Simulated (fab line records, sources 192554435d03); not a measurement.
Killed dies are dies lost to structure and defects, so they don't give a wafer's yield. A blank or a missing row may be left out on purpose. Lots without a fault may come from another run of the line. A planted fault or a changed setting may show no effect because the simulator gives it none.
fab line records | flow n5_finfet
record lots=5 wafers=15 last_day=16
route steps=1938 shown BEOL_M4@1084
lots that met no fault: from a run of the same line without faults
start_h: hours from the record's first day to the start of the lot's first wafer shown | wait_h: hours since the lot's step before | " the same as in the row above | L1.1+2: a row that stands for several wafers | - no value, or no start given | * or withheld: withheld | < > ~ a bound
route shown NAME@n: a module of which the file shows steps, and the number in the route of the first | usual: mean/standard deviation of fault-free wafers | same: alike in all rows | chamber/n: place in a boat | sites: the reading at each site | _std_site: their standard deviation | _edge_site: outer sites' mean less inner sites' | radius_mm: how far each site lies from the wafer's centre | mask NAME#n: copy n | behind: the tool/chamber that last shaped the wafer | hold: why the lot was held/for how many hours/how that ended | device: the transistor (n, p or np) that didn't switch | end of line: the same wafers' tests at the end of the route | a step without rows: its recipe alone | killed: dies lost to structure and defects at the first sort, not the wafer's yield | map: a wafer's dies, x killed, . not, _ none there
set.NAME: the setting as run; set.NAME@STEP: as run at that earlier step | model.NAME: the simulator's own value behind a step, which no gauge read
lots at some steps of the route; a table a step, a row a wafer
services: from which hour (start_h, from the record's first day; less than 0 if before it) a tool's chamber was out of use, for how many hours, and why
## steps
# step N5_BEOL_M4_SPUTTER_48
# recipe material=Cu target_thk_a=45 temp_c=-20 chamber_pressure_pa=0.07 power_w=withheld time_s=8.29
# usual throttle_valve_pct=29.8/1
# columns lot.wafer tool chamber start_h wait_h throttle_valve_pct
L074.1 pvd_sputter-02 - 157.97 0.1 28.0
L074.2 " - " " 29.8
L074.4 " - " " 31.3
L079.4 pvd_sputter-02 - 189.42 0.8 31.2
L079.5 " - " " 29.8
L079.6 " - " " 28.2
L086.1 pvd_sputter-03 - 234.03 0.6 30.8
L086.4 " - " " 28.8
L086.6 " - " " 28.7
L088.1 pvd_sputter-02 - 240.29 0.1 31.1
L088.3 " - " " 28.0
L088.6 " - " " 31.2
L090.1 pvd_sputter-01 - 267.02 0.1 30.1
L090.2 " - " " 29.4
L090.5 " - " " 30.3
# step N5_BEOL_M4_ANNEAL_49
# recipe temp_c=400 time_s=240 ambient=vacuum
# usual heater_power_w=822/69 susceptor_temp_C_max=400.8/0.33
# columns lot.wafer tool chamber start_h wait_h heater_power_w susceptor_temp_C_max
L074.1 pvd_sputter-02 - 158.05 0.0 818 400.1
L074.2 " - " " 868 400.7
L074.4 " - " " 801 400.5
L079.4 pvd_sputter-02 - 189.50 0.0 799 400.6
L079.5 " - " " 873 400.9
L079.6 " - " " 832 400.5
L086.1 pvd_sputter-03 - 234.11 0.0 759 400.7
L086.4 " - " " 881 401.1
L086.6 " - " " 881 400.6
L088.1 pvd_sputter-02 - 240.37 0.0 810 400.5
L088.3 " - " " 832 400.9
L088.6 " - " " 808 400.7
L090.1 pvd_sputter-01 - 267.10 0.0 726 401.4
L090.2 " - " " 819 400.9
L090.5 " - " " 836 400.8
# step N5_BEOL_M4_SPUTTER_79
# recipe material=Cu target_thk_a=45 temp_c=-20 chamber_pressure_pa=0.07 power_w=withheld time_s=8.29
# usual throttle_valve_pct=29.8/1
# columns lot.wafer tool chamber start_h wait_h throttle_valve_pct
L074.1 pvd_sputter-02 - 158.19 0.1 28.1
L074.2 " - " " 29.9
L074.4 " - " " 31.2
L079.4 pvd_sputter-02 - 189.64 0.1 31.4
L079.5 " - " " 30.1
L079.6 " - " " 28.0
L086.1 pvd_sputter-03 - 234.25 0.1 30.9
L086.4 " - " " 29.1
L086.6 " - " " 28.6
L088.1 pvd_sputter-02 - 240.51 0.1 31.1
L088.3 " - " " 27.9
L088.6 " - " " 31.0
L090.1 pvd_sputter-01 - 267.24 0.1 30.4
L090.2 " - " " 29.6
L090.5 " - " " 30.2
# step N5_BEOL_M4_ANNEAL_80
# recipe temp_c=400 time_s=240 ambient=vacuum
# usual heater_power_w=823/69 susceptor_temp_C_max=400.8/0.31
# columns lot.wafer tool chamber start_h wait_h heater_power_w susceptor_temp_C_max
L074.1 pvd_sputter-02 - 158.27 0.0 812 400.4
L074.2 " - " " 858 401.0
L074.4 " - " " 808 401.0
L079.4 pvd_sputter-02 - 189.72 0.0 811 400.9
L079.5 " - " " 872 400.8
L079.6 " - " " 840 400.7
L086.1 pvd_sputter-03 - 234.33 0.0 763 401.3
L086.4 " - " " 883 401.1
L086.6 " - " " 880 400.6
L088.1 pvd_sputter-02 - 240.59 0.0 817 400.8
L088.3 " - " " 834 400.6
L088.6 " - " " 816 400.4
L090.1 pvd_sputter-01 - 267.32 0.0 733 401.3
L090.2 " - " " 827 400.5
L090.5 " - " " 878 400.9
# step N5_BEOL_M4_SPUTTER_81
# recipe material=Cu target_thk_a=45 temp_c=-20 chamber_pressure_pa=0.07 power_w=withheld time_s=8.29
# usual throttle_valve_pct=29.8/1
# columns lot.wafer tool chamber start_h wait_h throttle_valve_pct
L074.1 pvd_sputter-02 - 158.41 0.1 28.1
L074.2 " - " " 29.7
L074.4 " - " " 31.2
L079.4 pvd_sputter-02 - 189.86 0.1 31.1
L079.5 " - " " 29.9
L079.6 " - " " 28.0
L086.1 pvd_sputter-03 - 234.47 0.1 30.6
L086.4 " - " " 28.9
L086.6 " - " " 28.9
L088.1 pvd_sputter-02 - 240.73 0.1 31.1
L088.3 " - " " 27.7
L088.6 " - " " 31.2
L090.1 pvd_sputter-01 - 267.46 0.1 30.2
L090.2 " - " " 29.8
L090.5 " - " " 30.3
# step N5_BEOL_M4_ANNEAL_82
# recipe temp_c=400 time_s=240 ambient=vacuum
# usual heater_power_w=824/69 susceptor_temp_C_max=400.9/0.34
# columns lot.wafer tool chamber start_h wait_h heater_power_w susceptor_temp_C_max
L074.1 pvd_sputter-02 - 158.49 0.0 833 400.5
L074.2 " - " " 873 401.1
L074.4 " - " " 816 400.9
L079.4 pvd_sputter-02 - 189.94 0.0 805 400.7
L079.5 " - " " 870 401.0
L079.6 " - " " 821 400.8
L086.1 pvd_sputter-03 - 234.55 0.0 750 400.9
L086.4 " - " " 879 400.9
L086.6 " - " " 888 401.0
L088.1 pvd_sputter-02 - 240.81 0.0 810 400.9
L088.3 " - " " 838 400.9
L088.6 " - " " 799 401.0
L090.1 pvd_sputter-01 - 267.54 0.0 756 402.0
L090.2 " - " " 823 400.7
L090.5 " - " " 888 400.8
# step N5_BEOL_M4_SPUTTER_86
# recipe material=Cu target_thk_a=45 temp_c=-20 chamber_pressure_pa=0.07 power_w=withheld time_s=8.29
# usual throttle_valve_pct=29.8/1
# columns lot.wafer tool chamber start_h wait_h throttle_valve_pct
L074.1 pvd_sputter-02 - 158.63 0.1 27.8
L074.2 " - " " 29.9
L074.4 " - " " 31.4
L079.4 pvd_sputter-02 - 190.08 0.1 31.2
L079.5 " - " " 30.1
L079.6 " - " " 28.1
L086.1 pvd_sputter-03 - 234.69 0.1 30.8
L086.4 " - " " 29.0
L086.6 " - " " 28.9
L088.1 pvd_sputter-02 - 240.95 0.1 31.3
L088.3 " - " " 28.0
L088.6 " - " " 31.1
L090.1 pvd_sputter-01 - 267.68 0.1 30.3
L090.2 " - " " 29.4
L090.5 " - " " 30.4
# step N5_BEOL_M4_ANNEAL_87
# recipe temp_c=400 time_s=240 ambient=vacuum
# usual heater_power_w=824/70 susceptor_temp_C_max=400.8/0.31
# columns lot.wafer tool chamber start_h wait_h heater_power_w susceptor_temp_C_max
L074.1 pvd_sputter-02 - 158.71 0.0 828 400.5
L074.2 " - " " 869 400.8
L074.4 " - " " 815 401.0
L079.4 pvd_sputter-02 - 190.16 0.0 803 401.0
L079.5 " - " " 857 400.5
L079.6 " - " " 819 400.6
L086.1 pvd_sputter-03 - 234.77 0.0 758 400.7
L086.4 " - " " 863 400.9
L086.6 " - " " 872 400.8
L088.1 pvd_sputter-02 - 241.03 0.0 816 400.5
L088.3 " - " " 837 400.6
L088.6 " - " " 798 400.2
L090.1 pvd_sputter-01 - 267.76 0.0 729 401.5
L090.2 " - " " 826 401.1
L090.5 " - " " 863 400.2
# step N5_BEOL_M4_SPUTTER_88
# recipe material=Cu target_thk_a=45 temp_c=-20 chamber_pressure_pa=0.07 power_w=withheld time_s=8.29
# usual throttle_valve_pct=29.8/0.99
# columns lot.wafer tool chamber start_h wait_h throttle_valve_pct
L074.1 pvd_sputter-02 - 158.85 0.1 27.8
L074.2 " - " " 30.0
L074.4 " - " " 30.8
L079.4 pvd_sputter-02 - 190.30 0.1 31.1
L079.5 " - " " 29.8
L079.6 " - " " 28.2
L086.1 pvd_sputter-03 - 234.91 0.1 30.8
L086.4 " - " " 28.8
L086.6 " - " " 28.8
L088.1 pvd_sputter-02 - 241.17 0.1 31.2
L088.3 " - " " 28.0
L088.6 " - " " 31.2
L090.1 pvd_sputter-01 - 267.90 0.1 30.1
L090.2 " - " " 29.3
L090.5 " - " " 30.6
# step N5_BEOL_M4_ANNEAL_89
# recipe temp_c=400 time_s=240 ambient=vacuum
# usual heater_power_w=822/69 susceptor_temp_C_max=400.9/0.3
# columns lot.wafer tool chamber start_h wait_h heater_power_w susceptor_temp_C_max
L074.1 pvd_sputter-02 - 158.93 0.0 822 400.6
L074.2 " - " " 871 401.2
L074.4 " - " " 805 400.7
L079.4 pvd_sputter-02 - 190.38 0.0 792 400.6
L079.5 " - " " 876 401.2
L079.6 " - " " 817 400.9
L086.1 pvd_sputter-03 - 234.99 0.0 763 400.7
L086.4 " - " " 902 401.3
L086.6 " - " " 885 401.1
L088.1 pvd_sputter-02 - 241.25 0.0 802 400.7
L088.3 " - " " 844 400.4
L088.6 " - " " 790 400.6
L090.1 pvd_sputter-01 - 267.98 0.0 737 401.6
L090.2 " - " " 820 400.6
L090.5 " - " " 843 400.7
# step N5_BEOL_M4_SPUTTER_90
# recipe material=Cu target_thk_a=45 temp_c=-20 chamber_pressure_pa=0.07 power_w=withheld time_s=8.29
# usual throttle_valve_pct=29.8/1
# columns lot.wafer tool chamber start_h wait_h throttle_valve_pct
L074.1 pvd_sputter-02 - 159.07 0.1 27.8
L074.2 " - " " 29.9
L074.4 " - " " 31.2
L079.4 pvd_sputter-02 - 190.52 0.1 31.1
L079.5 " - " " 29.7
L079.6 " - " " 28.2
L086.1 pvd_sputter-03 - 235.13 0.1 30.5
L086.4 " - " " 29.1
L086.6 " - " " 28.9
L088.1 pvd_sputter-02 - 241.39 0.1 31.2
L088.3 " - " " 28.0
L088.6 " - " " 31.3
L090.1 pvd_sputter-01 - 268.12 0.1 30.5
L090.2 " - " " 29.1
L090.5 " - " " 30.3
# step N5_BEOL_M4_ANNEAL_91
# recipe temp_c=400 time_s=240 ambient=vacuum
# usual heater_power_w=822/69 susceptor_temp_C_max=400.9/0.35
# columns lot.wafer tool chamber start_h wait_h heater_power_w susceptor_temp_C_max
L074.1 pvd_sputter-02 - 159.15 0.0 827 400.9
L074.2 " - " " 865 400.8
L074.4 " - " " 807 400.4
L079.4 pvd_sputter-02 - 190.60 0.0 819 400.9
L079.5 " - " " 864 401.0
L079.6 " - " " 832 400.6
L086.1 pvd_sputter-03 - 235.21 0.0 774 401.0
L086.4 " - " " 885 401.0
L086.6 " - " " 854 401.2
L088.1 pvd_sputter-02 - 241.47 0.0 809 400.9
L088.3 " - " " 820 400.5
L088.6 " - " " 817 400.8
L090.1 pvd_sputter-01 - 268.20 0.0 728 401.5
L090.2 " - " " 812 400.5
L090.5 " - " " 854 400.7
# step N5_BEOL_M4_SPUTTER_92
# recipe material=Cu target_thk_a=45 temp_c=-20 chamber_pressure_pa=0.07 power_w=withheld time_s=8.29
# usual throttle_valve_pct=29.8/1
# columns lot.wafer tool chamber start_h wait_h throttle_valve_pct
L074.1 pvd_sputter-02 - 159.29 0.1 28.0
L074.2 " - " " 29.6
L074.4 " - " " 31.3
L079.4 pvd_sputter-02 - 190.74 0.1 31.0
L079.5 " - " " 30.2
L079.6 " - " " 27.9
L086.1 pvd_sputter-03 - 235.35 0.1 30.8
L086.4 " - " " 28.8
L086.6 " - " " 28.7
L088.1 pvd_sputter-02 - 241.61 0.1 31.0
L088.3 " - " " 28.3
L088.6 " - " " 31.3
L090.1 pvd_sputter-01 - 268.34 0.1 30.0
L090.2 " - " " 29.4
L090.5 " - " " 30.1
# step N5_BEOL_M4_ANNEAL_93
# recipe temp_c=400 time_s=240 ambient=vacuum
# usual heater_power_w=823/68 susceptor_temp_C_max=400.82/0.3
# columns lot.wafer tool chamber start_h wait_h heater_power_w susceptor_temp_C_max
L074.1 pvd_sputter-02 - 159.37 0.0 819 400.45
L074.2 " - " " 874 400.93
L074.4 " - " " 801 401.07
L079.4 pvd_sputter-02 - 190.82 0.0 832 401.04
L079.5 " - " " 874 400.99
L079.6 " - " " 807 400.77
L086.1 pvd_sputter-03 - 235.43 0.0 750 400.84
L086.4 " - " " 881 400.67
L086.6 " - " " 922 400.77
L088.1 pvd_sputter-02 - 241.69 0.0 806 400.71
L088.3 " - " " 838 400.36
L088.6 " - " " 788 400.90
L090.1 pvd_sputter-01 - 268.42 0.0 761 401.40
L090.2 " - " " 831 400.71
L090.5 " - " " 849 400.62
# step N5_BEOL_M4_SPUTTER_94
# recipe material=Cu target_thk_a=45 temp_c=-20 chamber_pressure_pa=0.07 power_w=withheld time_s=8.29
# usual throttle_valve_pct=29.8/1
# columns lot.wafer tool chamber start_h wait_h throttle_valve_pct
L074.1 pvd_sputter-02 - 159.51 0.1 28.4
L074.2 " - " " 29.9
L074.4 " - " " 31.0
L079.4 pvd_sputter-02 - 190.96 0.1 31.3
L079.5 " - " " 29.6
L079.6 " - " " 28.2
L086.1 pvd_sputter-03 - 235.57 0.1 30.5
L086.4 " - " " 28.9
L086.6 " - " " 28.9
L088.1 pvd_sputter-02 - 241.83 0.1 31.2
L088.3 " - " " 28.1
L088.6 " - " " 31.4
L090.1 pvd_sputter-01 - 268.56 0.1 30.1
L090.2 " - " " 29.5
L090.5 " - " " 30.5
# step N5_BEOL_M4_ANNEAL_95
# recipe temp_c=400 time_s=240 ambient=vacuum
# usual heater_power_w=823/69 susceptor_temp_C_max=400.8/0.31
# columns lot.wafer tool chamber start_h wait_h heater_power_w susceptor_temp_C_max
L074.1 pvd_sputter-02 - 159.59 0.0 832 400.5
L074.2 " - " " 870 400.6
L074.4 " - " " 804 400.6
L079.4 pvd_sputter-02 - 191.04 0.0 811 400.9
L079.5 " - " " 873 401.2
L079.6 " - " " 819 401.0
L086.1 pvd_sputter-03 - 235.65 0.0 772 400.6
L086.4 " - " " 902 400.9
L086.6 " - " " 855 400.8
L088.1 pvd_sputter-02 - 241.91 0.0 810 400.6
L088.3 " - " " 826 400.7
L088.6 " - " " 825 400.6
L090.1 pvd_sputter-01 - 268.64 0.0 742 401.1
L090.2 " - " " 848 400.8
L090.5 " - " " 867 400.5
# step N5_BEOL_M4_SPUTTER_96
# recipe material=Cu target_thk_a=45 temp_c=-20 chamber_pressure_pa=0.07 power_w=withheld time_s=8.29
# usual throttle_valve_pct=29.8/1
# columns lot.wafer tool chamber start_h wait_h throttle_valve_pct
L074.1 pvd_sputter-02 - 159.73 0.1 27.9
L074.2 " - " " 30.0
L074.4 " - " " 31.2
L079.4 pvd_sputter-02 - 191.18 0.1 31.2
L079.5 " - " " 29.9
L079.6 " - " " 27.8
L086.1 pvd_sputter-03 - 235.79 0.1 30.6
L086.4 " - " " 28.6
L086.6 " - " " 28.9
L088.1 pvd_sputter-02 - 242.05 0.1 30.9
L088.3 " - " " 28.0
L088.6 " - " " 31.3
L090.1 pvd_sputter-01 - 268.78 0.1 30.3
L090.2 " - " " 29.1
L090.5 " - " " 30.4
# step N5_BEOL_M4_ECD_50
# recipe material=Cu target_thk_a=3000
# columns lot.wafer tool chamber start_h wait_h
L074.1+2+4 ecd_cu-01 0,1,1 159.84 0.1
L079.4+5+6 ecd_cu-01 0,1,0 191.33 0.1
L086.1+4+6 ecd_cu-01 1,0,0 235.91 0.1
L088.1+3+6 ecd_cu-01 1,0,0 242.17 0.1
L090.1+2+5 ecd_cu-02 0,1,0 268.90 0.1
# step N5_BEOL_M4_ANNEAL_51
# recipe temp_c=225 time_s=90 ambient=N2
# usual anneal_temp_c_max=226.1/0.48 wafer_temp_C_max=226.31/0.28
# columns lot.wafer tool chamber start_h wait_h anneal_temp_c_max wafer_temp_C_max
L074.1 rtp_anneal-02 0 160.14 0.3 226.5 226.57
L074.2 " 0 " " 226.6 226.43
L074.4 " 0 " " 226.9 226.81
L079.4 rtp_anneal-02 0 191.52 0.2 227.2 226.20
L079.5 " 0 " " 226.4 226.32
L079.6 " 0 " " 226.6 226.71
L086.1 rtp_anneal-02 0 236.18 0.3 226.4 226.01
L086.4 " 0 " " 226.9 226.42
L086.6 " 0 " " 225.9 226.08
L088.1 rtp_anneal-01 0 242.43 0.2 225.4 226.38
L088.3 " 0 " " 225.4 226.17
L088.6 " 0 " " 225.7 226.15
L090.1 rtp_anneal-02 0 268.98 0.1 226.2 226.27
L090.2 " 0 " " 225.9 226.00
L090.5 " 0 " " 226.3 226.18
# step N5_BEOL_M4_CMP_52
# recipe stop_on=SiOC t_overpolish_s=6.8 down_force_psi=1 platen_rpm=50 clearing_platen_down_force_psi=1.5 clearing_platen_rpm=50 post_cmp_clean=cu_alkaline target_thk_nm=40 clearing_platen_pad_velocity_m_s=0.99484 pad_velocity_m_s=0.99484
# usual barrier_field_endpoint_s=25.0/0.76 motor_current_A=6.4/0.44 overpolish_run_s=6.801/0.0082 time_to_endpoint_s=64/4
# columns lot.wafer tool chamber start_h wait_h barrier_field_endpoint_s motor_current_A overpolish_run_s time_to_endpoint_s
L074.1 cmp-02 3 160.45 0.3 25.1 7.1 6.814 70
L074.2 " 0 " " 25.2 6.6 6.805 66
L074.4 " 2 " " 26.2 6.6 6.789 70
L079.4 cmp-04 0 191.81 0.2 25.1 6.3 6.797 64
L079.6 " 1 " " 25.0 6.0 6.793 67
L079.5 " 2 " " 25.0 5.9 6.798 65
L086.1 cmp-03 2 236.48 0.3 23.9 6.3 6.790 56
L086.4 " 0 " " 25.2 5.9 6.805 65
L086.6 " 2 " " 24.7 6.5 6.808 59
L088.1 cmp-02 0 242.78 0.3 24.3 6.7 6.812 62
L088.3 " 1 " " 23.7 6.2 6.806 62
L088.6 " 3 " " 24.9 7.5 6.806 63
L090.1 cmp-04 3 269.31 0.3 25.5 5.8 6.808 70
L090.2 " 0 " " 25.0 6.1 6.799 66
L090.5 " 3 " " 26.0 6.1 6.796 67
# step N5_BEOL_M4_THK_MEAS_53
# recipe thk_meas_gauge=xrf reads=Cu_of_BEOL_M4_ECD_50
# usual M4_THK=40.8/1.9
# columns lot.wafer tool chamber start_h wait_h M4_THK[nm]
L074.1 film_metro-02 - 160.74 - 40.8
L074.2 " - " " 41.6
L074.4 " - " " 40.9
L079.4 film_metro-01 - 192.00 - 44.7
L079.5 " - " " 41.4
L079.6 " - " " 43.8
L086.1 film_metro-02 - 236.77 - 41.0
L086.4 " - " " 40.8
L086.6 " - " " 41.9
L088.1 film_metro-01 - 243.03 - 39.8
L088.3 " - " " 42.7
L088.6 " - " " 39.8
L090.1 film_metro-01 - 269.57 - 40.0
L090.2 " - " " 40.2
L090.5 " - " " 41.7
# step N5_BEOL_M4_PRE_CLEAN_60
# recipe gas=NH3/H2 time_s=15 temp_c=* rf_power_w=300
# usual heater_power_w=97/23 rf_fwd_power_W=297.6/1.2
# columns lot.wafer tool chamber start_h wait_h heater_power_w rf_fwd_power_W
L074.1 cvd_co-02 1 160.78 0.0 149 297.4
L074.2 " 2 " " 96 299.0
L074.4 " 0 " " 114 296.5
L079.4 cvd_co-02 2 192.05 0.1 96 298.9
L079.5 " 0 " " 112 299.2
L079.6 " 2 " " 96 300.2
L086.1 cvd_co-01 2 236.81 0.0 66 298.2
L086.4 " 0 " " 97 297.9
L086.6 " 2 " " 67 298.5
L088.1 cvd_co-02 0 243.07 0.0 111 298.2
L088.3 " 1 " " 150 297.6
L088.6 " 0 " " 111 296.1
L090.1 cvd_co-01 2 269.61 0.0 67 297.4
L090.2 " 0 " " 95 296.4
L090.5 " 2 " " 65 297.7
# step N5_BEOL_M4_CO_CAP_55
# recipe material=Co target_thk_a=20 temp_c=200 precursor=CCTBA/H2 pressure_torr=30 time_s=102.1
# usual heater_power_w=251/30
# columns lot.wafer tool chamber start_h wait_h heater_power_w
L074.1 cvd_co-02 1 160.82 0.0 316
L074.2 " 2 " " 246
L074.4 " 0 " " 271
L079.4 cvd_co-02 2 192.13 0.1 253
L079.5 " 0 " " 271
L079.6 " 2 " " 240
L086.1 cvd_co-01 2 236.85 0.0 207
L086.4 " 0 " " 248
L086.6 " 2 " " 218
L088.1 cvd_co-02 0 243.11 0.0 270
L088.3 " 1 " " 315
L088.6 " 0 " " 269
L090.1 cvd_co-01 2 269.65 0.0 210
L090.2 " 0 " " 248
L090.5 " 2 " " 210
# step N5_BEOL_M4_PRE_CLEAN_56
# recipe gas=NH3 time_s=15 temp_c=withheld rf_power_w=300
# usual rf_fwd_power_W=295.5/2
# columns lot.wafer tool chamber start_h wait_h rf_fwd_power_W
L074.1 pecvd-03 0 160.91 0.1 293.8
L074.2 " 2 " " 297.7
L074.4 " 0 " " 294.6
L079.4 pecvd-04 2 192.23 0.1 296.1
L079.5 " 0 " " 297.0
L079.6 " 1 " " 292.8
L086.1 pecvd-01 0 236.96 0.1 296.5
L086.4 " 0 " " 295.7
L086.6 " 2 " " 295.0
L088.1 pecvd-04 1 243.20 0.1 293.1
L088.3 " 0 " " 297.9
L088.6 " 2 " " 295.8
L090.1 pecvd-04 2 269.74 0.1 297.6
L090.2 " 0 " " 296.4
L090.5 " 2 " " 296.5
# step N5_BEOL_M4_DEP_57
# recipe material=SiCN target_thk_a=80 temp_c=withheld precursor=3MS/NH3 pressure_torr=3 rf_w=202 time_s=14
# usual rf_fwd_power_W=199.7/1.3 showerhead_plenum_p_Torr=3.661/0.011 throttle_valve_pct=9.0/0.64
# columns lot.wafer tool chamber start_h wait_h rf_fwd_power_W showerhead_plenum_p_Torr throttle_valve_pct
L074.1 pecvd-03 0 160.94 0.0 199.1 3.673 9.1
L074.2 " 2 " " 200.3 3.673 8.9
L074.4 " 0 " " 198.3 3.667 9.2
L079.4 pecvd-04 2 192.26 0.0 200.4 3.657 8.3
L079.5 " 0 " " 200.3 3.659 10.5
L079.6 " 1 " " 198.8 3.671 8.5
L086.1 pecvd-01 0 236.98 0.0 199.6 3.652 8.6
L086.4 " 0 " " 199.5 3.650 8.8
L086.6 " 2 " " 200.7 3.663 9.1
L088.1 pecvd-04 1 243.23 0.0 198.6 3.667 8.6
L088.3 " 0 " " 201.7 3.658 10.4
L088.6 " 2 " " 199.9 3.659 8.6
L090.1 pecvd-04 2 269.76 0.0 200.8 3.653 8.5
L090.2 " 0 " " 200.2 3.651 10.3
L090.5 " 2 " " 200.5 3.666 8.5
# step N5_BEOL_M4_RS_MEAS_58
# recipe thk_meas_gauge=four-point-probe reads=Co_of_BEOL_M4_CO_CAP_55+Cu_of_BEOL_M4_ECD_50+Co_of_BEOL_M4_CVD_47+TaN_of_BEOL_M4_ALD_84
# usual M4_RS=0.66/0.04
# columns lot.wafer tool chamber start_h wait_h M4_RS[ohm/sq]
L074.1 film_metro-02 - 161.01 0.0 0.66
L074.2 " - " " 0.64
L074.4 " - " " 0.66
L079.4 film_metro-01 - 192.31 0.0 0.60
L079.5 " - " " 0.65
L079.6 " - " " 0.61
L086.1 film_metro-02 - 237.05 0.0 0.66
L086.4 " - " " 0.66
L086.6 " - " " 0.64
L088.1 film_metro-01 - 243.29 0.0 0.67
L088.3 " - " " 0.62
L088.6 " - " " 0.67
L090.1 film_metro-02 - 269.83 0.0 0.68
L090.2 " - " " 0.67
L090.5 " - " " 0.64
# step N5_BEOL_M4_INSPECT_59
# recipe inspect_instrument=darkfield mode=post_dep
# usual raw_defect_count=75/25
# columns lot.wafer tool chamber start_h wait_h raw_defect_count
L074.1 defect_inspect-01 - 161.03 0.0 99
L074.2 " - " " 93
L074.4 " - " " 119
L079.4 defect_inspect-01 - 192.34 0.0 58
L079.5 " - " " 74
L079.6 " - " " 69
L086.1 defect_inspect-01 - 237.07 0.0 61
L086.4 " - " " 55
L086.6 " - " " 112
L088.1 defect_inspect-02 - 243.32 0.0 72
L088.3 " - " " 101
L088.6 " - " " 47
L090.1 defect_inspect-01 - 269.86 0.0 46
L090.2 " - " " 76
L090.5 " - " " 67
## services
# columns tool chamber start_h hours kind
cvd_co-02 - 140.44 0.7 repair
cmp-03 - 152.50 1.3 repair
rtp_anneal-01 - 159.41 5.1 pm
pecvd-01 2 185.92 28.9 repair
pecvd-04 1 206.45 5.5 scheduled_down
cmp-02 - 212.30 1.2 repair
pecvd-04 0 216.06 5.5 scheduled_down
cmp-04 - 226.17 0.8 repair
pecvd-04 1 226.55 5.5 scheduled_down
cmp-03 - 230.95 1.3 repair
cmp-02 - 240.29 1.6 repair
cvd_co-01 0 244.46 12.5 repair
cvd_co-02 - 244.92 1.4 repair
cmp-04 - 247.55 1.4 repair
## key
fault none
